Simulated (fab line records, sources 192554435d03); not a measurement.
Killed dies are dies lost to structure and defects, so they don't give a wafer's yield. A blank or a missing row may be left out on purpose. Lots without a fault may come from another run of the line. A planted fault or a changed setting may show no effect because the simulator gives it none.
Chamber matching | flow n5_finfet | N5_BEOL_M15_VIA_ETCH_16 on rie_diel-04: 4 sister chambers
The step etches SiO2 in C4F8/O2/Ar, target depth 1792.2 nm. 4 wafers are shown with their chamber, then 7 later ones without.

WAFERS WITH THEIR CHAMBER
wafer  | chamber | showerhead_plenum_p_Torr (Torr)
L079.4 | 1       | 3.34
L085.3 | 0       | 3.28
L093.1 | 2       | 3.64
L093.3 | 3       | 3.40

WAFERS WITHOUT THEIR CHAMBER
wafer  | showerhead_plenum_p_Torr (Torr)
L093.4 | 3.33
L094.2 | 3.28
L094.3 | 3.64
L094.6 | 3.33
L096.1 | 3.33
L096.4 | 3.40
L096.5 | 3.40

WHICH CHAMBER EACH WENT THROUGH
wafer  | from the rows above | in truth
L093.4 | 1                   | 1
L094.2 | 0                   | 0
L094.3 | 2                   | 2
L094.6 | 1                   | 1
L096.1 | 1                   | 1
L096.4 | 3                   | 3
L096.5 | 3                   | 3
Placed correctly: 7 of 7. Can't be placed from these rows: 0. Placed wrongly: 0.
How it was worked out, from the rows above alone: a wafer's distance from a chamber is the root of the sum, over the readings, of the square of ((its reading less the chamber's mean) divided by the reading's scatter). The wafer belongs to the nearest chamber; if the next one is less than 2 further off, it can't be placed. A chamber's mean is the mean of its shown wafers. The scatter: with one shown wafer a chamber, the root of the mean of the squares of how far each hidden wafer lies from its nearest shown one.
